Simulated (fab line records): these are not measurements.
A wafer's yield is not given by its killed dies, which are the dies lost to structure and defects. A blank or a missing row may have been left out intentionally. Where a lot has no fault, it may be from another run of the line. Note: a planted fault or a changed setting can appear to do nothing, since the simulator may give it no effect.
The tool behind it: which one? -- flow nand harc -- 13 lots with 39 wafers sampled at 6 steps, on a route of 1159 steps

== WHAT THE GAUGES SHOWED, per wafer ==
NHARC_A_SOURCE_PLATE_THK_MEAS_09: measures by ellipsometry. Usual: thk nm reads 9.7 nm (standard deviation 1.1).
lot,measured,on,thk nm (nm),flag
L122,day 7 06:23,film metro-02,8.4 8.8 8.5,
L124,day 7 15:07,film metro-02,10.1 8.5 9.8,
L128,day 8 03:07,film metro-02,9.5 10.1 10.0,
L130,day 8 15:20,film metro-01,8.7 10.7 10.5,
L136,day 10 04:34,film metro-02,10.2 9.5 10.6,
L138,day 10 23:59,film metro-02,9.3 11.0 10.1,
L137,day 10 23:59,film metro-01,9.2 10.0 7.9,
L139,day 11 07:46,film metro-01,10.9 8.8 8.8,
L140,day 11 07:46,film metro-02,8.5 9.7 8.3,
L142,day 11 17:59,film metro-02,9.0 8.3 10.6,
L141,day 11 17:59,film metro-01,8.7 11.1 7.4,
L144,day 12 11:25,film metro-02,8.9 9.7 11.1,
L145,day 13 02:39,film metro-02,10.5 13.8 9.7,

NHARC_A_ONON_D1_THK_MEAS_02: measures by ellipsometry. Usual: thk nm reads 998 nm (standard deviation 9.3).
lot,measured,on,thk nm (nm),flag
L122,day 7 20:22,film metro-01,997 997 997,
L124,day 8 04:46,film metro-02,989 992 990,
L128,day 8 16:45,film metro-02,1661 1003 1004,OFF
L130,day 9 05:07,film metro-01,1644 1644 984,OFF
L136,day 10 18:28,film metro-01,1009 1010 1009,
L138,day 11 13:52,film metro-01,998 1000 1001,
L137,day 11 13:52,film metro-02,1000 1003 1001,
L139,day 11 22:11,film metro-01,991 990 991,
L140,day 11 22:11,film metro-02,994 995 996,
L142,day 12 08:02,film metro-01,984 986 986,
L141,day 12 08:02,film metro-02,1000 1003 1003,
L144,day 13 00:52,film metro-02,1000 1000 1001,
L145,day 13 16:18,film metro-02,1018 1019 1018,

NHARC_END_SORT_01. Usual: killed at array 21, standard deviation 8.9; killed at other 0.8, standard deviation 1.3; killed at periphery 3.6, standard deviation 2.4; killed dies 26, standard deviation 8.9; killed open 3.1, standard deviation 1.8; killed short 1.9, standard deviation 1.3.
lot,measured,on,killed at array,killed at other,killed at periphery,killed dies,killed open,killed short,flag
L128,day 19 22:52,prober-01,675 14 29,0 0 2,2 2 6,677 16 37,0 1 5,2 0 3,OFF
L130,day 21 05:49,prober-02,666 668 35,1 0 1,10 9 6,677 677 42,11 3 4,5 3 0,OFF

== WHAT TOOL EACH LOT RAN ON (gives the tool, then ch and the chambers of the sampled wafers, and finally the start) ==
lot,NHARC_A_ZERO_WELL_ETCH_19,NHARC_A_ZERO_WELL_RTA_16,NHARC_A_ONON_D1_DEP_00
L122,"rie diel-09 ch 1,2,3, day 6 20:02","rtp anneal-02 ch 0, day 6 21:06","pecvd onon-02 ch 0, day 7 19:55"
L124,"rie diel-12 ch 0,1,3, day 7 06:42","rtp anneal-01 ch 0, day 7 07:46","pecvd onon-02 ch 0, day 8 04:19"
L128,"rie diel-12 ch 2,3, day 7 18:27","rtp anneal-02 ch 0, day 7 19:31","pecvd onon-03 ch 0, day 8 16:18"
L130,"rie diel-09 ch 0,1, day 8 08:53","rtp anneal-01 ch 0, day 8 09:56","pecvd onon-03 ch 0, day 9 04:40"
L136,"rie diel-04 ch 0,1,3, day 9 20:17","rtp anneal-01 ch 0, day 9 21:20","pecvd onon-02 ch 0, day 10 18:01"
L138,"rie diel-04 ch 0,3, day 10 15:18","rtp anneal-01 ch 0, day 10 16:25","pecvd onon-01 ch 0, day 11 13:25"
L137,"rie diel-04 ch 0,2,3, day 10 15:58","rtp anneal-02 ch 0, day 10 16:59","pecvd onon-02 ch 0, day 11 13:21"
L139,"rie diel-04 ch 2,3, day 10 23:05","rtp anneal-02 ch 0, day 11 00:08","pecvd onon-01 ch 0, day 11 21:44"
L140,"rie diel-04 ch 0,1,3, day 11 00:11","rtp anneal-01 ch 0, day 11 01:32","pecvd onon-03 ch 0, day 11 21:44"
L142,"rie diel-04 ch 0,3, day 11 08:42","rtp anneal-02 ch 0, day 11 09:49","pecvd onon-03 ch 0, day 12 07:38"
L141,"rie diel-12 ch 1,3, day 11 08:50","rtp anneal-02 ch 0, day 11 09:57","pecvd onon-02 ch 0, day 12 07:34"
L144,"rie diel-09 ch 1,2, day 12 05:27","rtp anneal-02 ch 0, day 12 06:32","pecvd onon-03 ch 0, day 13 00:28"
L145,"rie diel-12 ch 1,2,3, day 12 18:19","rtp anneal-01 ch 0, day 12 19:32","pecvd onon-03 ch 0, day 13 15:50"
- NHARC_A_ZERO_WELL_ETCH_19: etches the open film in N2/H2, target depth 80 nm, overetch 24 nm, time 87.88 s.
- NHARC_A_ZERO_WELL_RTA_16: time 10 s.
- NHARC_A_ONON_D1_DEP_00: target thk 1000 nm.

== WHAT THE TOOLS THEMSELVES READ (means of the sampled wafers that have a number; where no wafer has one, the mark that the record gives instead) ==
NHARC_A_ZERO_WELL_ETCH_19. Usual: drypump motor current A 5.6 A, standard deviation 0.48; oes product au 0.996 a.u., standard deviation 0.008; rf vpp V 429.0 V, standard deviation 2.5; showerhead plenum p Torr 1.99 Torr, standard deviation 0.082; throttle valve pct 14.172 %, standard deviation 0.0094.
lot,tool,drypump motor current A (A),oes product au (a.u.),rf vpp V (V),showerhead plenum p Torr (Torr),throttle valve pct (%),flag
L122,rie diel-09,5.9,0.994,429.3,2.01,14.169,
L124,rie diel-12,5.4,1.004,428.8,1.99,14.180,
L128,rie diel-12,5.2,0.987,427.8,1.95,14.172,
L130,rie diel-09,5.1,1.001,431.6,2.07,14.174,
L136,rie diel-04,5.8,0.997,429.1,2.02,14.174,
L138,rie diel-04,6.2,0.998,429.4,1.99,14.177,
L137,rie diel-04,6.0,0.994,429.0,1.99,14.172,
L139,rie diel-04,6.1,1.000,425.8,1.90,14.172,
L140,rie diel-04,5.8,0.989,429.5,2.02,14.180,
L142,rie diel-04,6.2,0.997,429.1,1.99,14.171,
L141,rie diel-12,5.5,1.004,430.3,2.01,14.177,
L144,rie diel-09,5.6,0.997,430.6,2.05,14.173,
L145,rie diel-12,5.4,0.997,429.1,1.98,14.173,

NHARC_A_ZERO_WELL_RTA_16. Usual: lamp power pct 28.7 %, standard deviation 0.83; lamp_zone_2_pct 28.7 %, standard deviation 0.83; wafer_temp_C_max 1004.3, standard deviation 1.
lot,tool,lamp power pct (%),lamp_zone_2_pct (%),wafer_temp_C_max,flag
L122,rtp anneal-02,29.3,29.3,1003.9,
L124,rtp anneal-01,27.6,27.6,1005.4,
L128,rtp anneal-02,29.3,29.3,1003.5,
L130,rtp anneal-01,27.6,27.5,1005.0,
L136,rtp anneal-01,27.6,27.6,1005.8,
L138,rtp anneal-01,27.6,27.6,1006.3,
L137,rtp anneal-02,29.3,29.3,1004.8,
L139,rtp anneal-02,29.3,29.3,1003.9,
L140,rtp anneal-01,27.6,27.6,1005.1,
L142,rtp anneal-02,29.3,29.3,1004.5,
L141,rtp anneal-02,29.3,29.3,1002.4,
L144,rtp anneal-02,29.3,29.3,1003.9,
L145,rtp anneal-01,27.6,27.6,1004.2,

== THE ANSWER, worked out from the rows above alone ==
Rule: take the mean of a lot's wafers that have a number; if it is more than 3 standard deviations from the usual mean, the lot is off. Also off: a lot with no number at a reading for which 4 or more lots have one. Where the step has rows for the other lots, those lots are counted as sound. Order of review: gauges by route order, followed by the tools' own readings, for which a lot's mean as printed above is used. The first step at which some lot is off is used, and at that step the reading that is off furthest; a lot without a number counts as furthest.
Off: L128, L130 (NHARC_A_ONON_D1_THK_MEAS_02, thk nm).
A tool fits if, at a process step before that reading, it ran every lot that is off, and no sound lot after the first of them. Not tried: the gauges at NHARC_A_ONON_D1_THK_MEAS_02; whatever is off there is also off at NHARC_END_SORT_01, on other tools, and gauge error can't account for it. No candidate that was tried fits.

== WHAT HAD BEEN PUT IN BY THE SIMULATOR ==
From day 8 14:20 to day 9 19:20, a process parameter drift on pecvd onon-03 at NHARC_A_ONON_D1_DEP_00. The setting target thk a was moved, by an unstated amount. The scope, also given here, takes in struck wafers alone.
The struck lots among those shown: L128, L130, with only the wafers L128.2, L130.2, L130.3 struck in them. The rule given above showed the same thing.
